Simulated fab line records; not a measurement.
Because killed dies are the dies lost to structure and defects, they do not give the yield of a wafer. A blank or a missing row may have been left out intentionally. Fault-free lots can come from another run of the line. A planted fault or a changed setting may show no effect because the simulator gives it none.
What tool caused it? -- flow n5-finfet -- 24 lots, 72 wafers sampled, at 3 steps of a route of 1938

WHAT THE GAUGES READ, wafer by wafer
N5_BEOL_M8_CD_MEAS_18: pitch 80 nm, target cd 40 nm. Usual: cd-nm 39.8 nm, standard deviation 0.59.
lot,measured,on,cd-nm (nm),flag
L074,day 8 22:48,cd-sem-02,40.3 39.7 39.3,
L076,day 9 13:58,cd-sem-03,39.7 39.2 40.1,
L075,day 9 15:59,cd-sem-03,39.7 38.5 39.0,
L077,day 9 21:34,cd-sem-01,40.7 39.9 40.0,
L079,day 10 00:35,cd-sem-02,39.8 40.7 41.0,
L078,day 10 00:42,cd-sem-01,40.1 40.9 40.8,
L081,day 10 12:43,cd-sem-02,40.2 39.0 39.6,
L080,day 10 14:56,cd-sem-02,39.4 40.1 39.7,
L082,day 10 22:47,cd-sem-03,39.2 40.0 40.3,
L084,day 11 13:08,cd-sem-01,39.7 38.7 39.3,
L083,day 11 14:37,cd-sem-03,39.8 40.1 39.1,
L085,day 11 19:49,cd-sem-02,40.0 40.0 39.8,
L086,day 12 02:08,cd-sem-03,40.6 40.5 40.1,
L087,day 12 14:22,cd-sem-01,40.1 38.8 40.0,
L088,day 12 20:38,cd-sem-03,39.1 39.4 38.9,
L089,day 13 05:13,cd-sem-01,39.4 39.3 39.4,
L091,day 13 06:59,cd-sem-02,40.2 39.3 39.9,
L090,day 13 11:35,cd-sem-03,40.4 38.9 39.4,
L093,day 13 12:21,cd-sem-01,38.8 38.7 40.1,
L092,day 13 22:02,cd-sem-02,39.8 40.2 39.5,
L094,day 14 09:19,cd-sem-02,41.1 41.0 41.0,
L095,day 14 16:10,cd-sem-03,40.5 39.6 39.4,
L096,day 14 19:30,cd-sem-01,40.6 39.5 40.9,
L097,day 14 22:04,cd-sem-02,40.3 39.6 38.8,

WHICH TOOL RAN EACH LOT (tool, then ch and the chambers of the sampled wafers, then the start)
lot,N5_BEOL_M8_ETCH_62,N5_BEOL_M8_STRIP_67
L074,"rie-diel-06 ch 1,3, day 8 22:26","rie-diel-06 ch 1,3, day 8 22:35"
L076,"rie-diel-03 ch 2,3, day 9 13:34","rie-diel-03 ch 2,3, day 9 13:43"
L075,"rie-diel-03 ch 1,2, day 9 15:37","rie-diel-03 ch 1,2, day 9 15:46"
L077,"rie-diel-06 ch 0,3, day 9 21:12","rie-diel-06 ch 0,3, day 9 21:21"
L079,"rie-diel-01 ch 1,2, day 10 00:08","rie-diel-01 ch 1,2, day 10 00:17"
L078,"rie-diel-06 ch 0,2,3, day 10 00:20","rie-diel-06 ch 0,2,3, day 10 00:29"
L081,"rie-diel-03 ch 1,3, day 10 12:13","rie-diel-03 ch 1,3, day 10 12:21"
L080,"rie-diel-01 ch 0,2,3, day 10 14:32","rie-diel-01 ch 0,2,3, day 10 14:41"
L082,"rie-diel-06 ch 0,1,3, day 10 22:25","rie-diel-06 ch 0,1,3, day 10 22:34"
L084,"rie-diel-01 ch 1,2,3, day 11 12:31","rie-diel-01 ch 1,2,3, day 11 12:40"
L083,"rie-diel-06 ch 0,2,3, day 11 14:07","rie-diel-06 ch 0,2,3, day 11 14:16"
L085,"rie-diel-03 ch 0,1, day 11 19:27","rie-diel-03 ch 0,1, day 11 19:35"
L086,"rie-diel-03 ch 0,2, day 12 01:46","rie-diel-03 ch 1,2, day 12 01:55"
L087,"rie-diel-03 ch 1,3, day 12 13:59","rie-diel-03 ch 1,3, day 12 14:08"
L088,"rie-diel-03 ch 1,3, day 12 20:14","rie-diel-03 ch 1,3, day 12 20:23"
L089,"rie-diel-03 ch 2,3, day 13 04:45","rie-diel-03 ch 2,3, day 13 04:53"
L091,"rie-diel-01 ch 1,2,3, day 13 06:37","rie-diel-01 ch 1,2,3, day 13 06:46"
L090,"rie-diel-01 ch 1,2,3, day 13 11:07","rie-diel-01 ch 1,2,3, day 13 11:15"
L093,"rie-diel-01 ch 1,2,3, day 13 12:03","rie-diel-01 ch 1,2,3, day 13 12:08"
L092,"rie-diel-06 ch 0,3, day 13 21:40","rie-diel-06 ch 0,3, day 13 21:49"
L094,"rie-diel-01 ch 0,1,3, day 14 08:56","rie-diel-01 ch 0,1,3, day 14 09:05"
L095,"rie-diel-01 ch 0,2,3, day 14 15:47","rie-diel-01 ch 0,2,3, day 14 15:56"
L096,"rie-diel-01 ch 0,1,3, day 14 19:07","rie-diel-01 ch 0,1,3, day 14 19:16"
L097,"rie-diel-03 ch 2,3, day 14 21:41","rie-diel-03 ch 2,3, day 14 21:50"
- N5_BEOL_M8_ETCH_62: etches SOC in N2/H2, target depth 110 nm, overetch 22 nm, time 165 s.
- N5_BEOL_M8_STRIP_67: strips in CF4.

WHAT THE TOOLS THEMSELVES READ (means of the sampled wafers that have a number; where no wafer has one, the mark that the record gives instead)
N5_BEOL_M8_ETCH_62. Usual: chamber-pressure-mTorr 29.998 mTorr, standard deviation 0.026; drypump-motor-current-A 5.5 A, standard deviation 0.51; h2-flow-sccm 200.0 sccm, standard deviation 0.61; oes-product-au 0.67 a.u., standard deviation 0.059; rf-vpp-V 523.8 V, standard deviation 2.7; showerhead-plenum-p-Torr 2.54 Torr, standard deviation 0.093; temp-c 40.00 C, standard deviation 0.12; throttle-valve-pct 17.85 %, standard deviation 0.26.
lot,tool,chamber-pressure-mTorr (mTorr),drypump-motor-current-A (A),h2-flow-sccm (sccm),oes-product-au (a.u.),rf-vpp-V (V),showerhead-plenum-p-Torr (Torr),temp-c (C),throttle-valve-pct (%),flag
L074,rie-diel-06,29.992,5.0,200.4,0.68,522.2,2.50,39.99,17.71,
L076,rie-diel-03,29.982,5.8,200.2,0.65,521.6,2.47,40.08,17.91,
L075,rie-diel-03,29.977,5.1,199.9,0.64,521.4,2.44,40.09,17.61,
L077,rie-diel-06,30.000,5.0,199.9,0.63,524.6,2.58,39.97,18.04,
L079,rie-diel-01,30.011,5.6,200.3,0.74,524.0,2.55,39.92,17.85,
L078,rie-diel-06,29.996,5.1,199.6,0.65,523.5,2.52,39.92,17.99,
L081,rie-diel-03,30.012,5.1,200.7,0.70,523.7,2.49,39.99,17.52,
L080,rie-diel-01,29.977,5.7,199.6,0.65,525.7,2.62,40.07,17.91,
L082,rie-diel-06,30.024,5.1,199.9,0.64,524.8,2.55,39.95,17.90,
L084,rie-diel-01,29.996,5.8,200.4,0.69,525.4,2.61,40.00,17.82,
L083,rie-diel-06,29.998,5.1,199.6,0.64,523.0,2.52,39.90,18.03,
L085,rie-diel-03,29.971,5.3,200.1,0.63,522.6,2.50,39.90,17.68,
L086,rie-diel-03,30.010,6.1,200.7,0.58,524.3,2.54,40.10,18.12,
L087,rie-diel-03,30.013,5.1,200.2,0.68,521.8,2.48,39.96,17.55,
L088,rie-diel-03,30.018,5.1,200.6,0.68,522.9,2.48,39.96,17.56,
L089,rie-diel-03,29.986,5.8,200.4,0.63,521.7,2.45,40.17,17.96,
L091,rie-diel-01,30.000,5.8,199.9,0.69,525.3,2.60,39.78,17.84,
L090,rie-diel-01,29.999,5.8,200.2,0.69,525.8,2.60,39.94,17.84,
L093,rie-diel-01,29.991,5.8,200.2,0.69,525.5,2.60,40.04,17.84,
L092,rie-diel-06,29.984,5.0,199.9,0.61,523.9,2.57,39.91,18.10,
L094,rie-diel-01,30.009,6.0,199.5,0.74,524.1,2.55,40.03,17.66,
L095,rie-diel-01,29.985,5.8,200.3,0.71,525.4,2.60,40.02,17.83,
L096,rie-diel-01,29.999,6.0,199.9,0.74,524.4,2.55,40.09,17.67,
L097,rie-diel-03,30.017,5.8,200.5,0.73,526.0,2.61,40.10,17.73,

N5_BEOL_M8_STRIP_67. Usual: bias-power-w 75.02 W (standard deviation 0.22); chamber-pressure-mTorr 50.00 mTorr (standard deviation 0.052); drypump-motor-current-A 5.5 A (standard deviation 0.51); oes-product-au 0.78 a.u. (standard deviation 0.069); rf-vpp-V 271.1 V (standard deviation 1.8); showerhead-plenum-p-Torr 1.79 Torr (standard deviation 0.063); throttle-valve-pct 13.60 % (standard deviation 0.27).
lot,tool,bias-power-w (W),chamber-pressure-mTorr (mTorr),drypump-motor-current-A (A),oes-product-au (a.u.),rf-vpp-V (V),showerhead-plenum-p-Torr (Torr),throttle-valve-pct (%),flag
L074,rie-diel-06,74.97,50.01,5.1,0.80,269.9,1.77,13.33,
L076,rie-diel-03,74.79,49.97,5.8,0.77,271.5,1.76,13.73,
L075,rie-diel-03,74.99,49.96,5.1,0.76,269.4,1.73,13.43,
L077,rie-diel-06,75.03,50.03,5.0,0.75,272.6,1.81,13.64,
L079,rie-diel-01,75.26,50.03,5.6,0.87,270.6,1.80,13.50,
L078,rie-diel-06,75.05,49.98,5.0,0.77,270.9,1.77,13.59,
L081,rie-diel-03,75.01,49.98,5.1,0.83,269.6,1.76,13.31,
L080,rie-diel-01,74.95,50.05,5.8,0.77,273.1,1.85,13.71,
L082,rie-diel-06,74.96,49.98,5.1,0.76,271.9,1.80,13.58,
L084,rie-diel-01,75.08,49.98,5.8,0.82,271.7,1.84,13.52,
L083,rie-diel-06,75.05,49.95,5.1,0.76,269.7,1.77,13.62,
L085,rie-diel-03,74.99,49.97,5.3,0.75,270.7,1.76,13.48,
L086,rie-diel-03,75.03,50.04,5.4,0.72,269.3,1.71,13.70,
L087,rie-diel-03,75.03,49.96,5.1,0.80,270.4,1.75,13.35,
L088,rie-diel-03,74.92,50.01,5.1,0.81,271.0,1.75,13.35,
L089,rie-diel-03,75.13,49.99,5.8,0.75,268.9,1.75,13.80,
L091,rie-diel-01,74.93,50.00,5.8,0.81,271.3,1.84,13.56,
L090,rie-diel-01,75.10,50.01,5.8,0.80,271.6,1.84,13.57,
L093,rie-diel-01,75.39,50.00,5.8,0.80,272.3,1.84,13.56,
L092,rie-diel-06,74.89,50.02,5.0,0.72,271.2,1.80,13.73,
L094,rie-diel-01,74.98,50.02,5.9,0.87,271.0,1.81,13.42,
L095,rie-diel-01,74.82,49.98,5.8,0.84,272.4,1.84,13.59,
L096,rie-diel-01,74.94,50.03,5.9,0.86,271.4,1.80,13.43,
L097,rie-diel-03,75.16,49.99,5.8,0.86,272.7,1.85,13.52,

THE ANSWER, worked out from the rows above alone
Rule: lot off if the mean of its wafers having a number is beyond 3 standard deviations from the usual mean. A lot without any number at a reading at which 4 lots or more have one is off too. The other lots that the step has rows for count as sound. Order of review: gauges by route order, followed by the tools' own readings, for which a lot's mean as printed above is used. At the first step where some lot is off, the reading lying furthest off is the one used; lots without a number count as furthest.
Nothing can be told from this: no lot is off at any reading shown.

WHAT THE SIMULATOR HAD PUT IN
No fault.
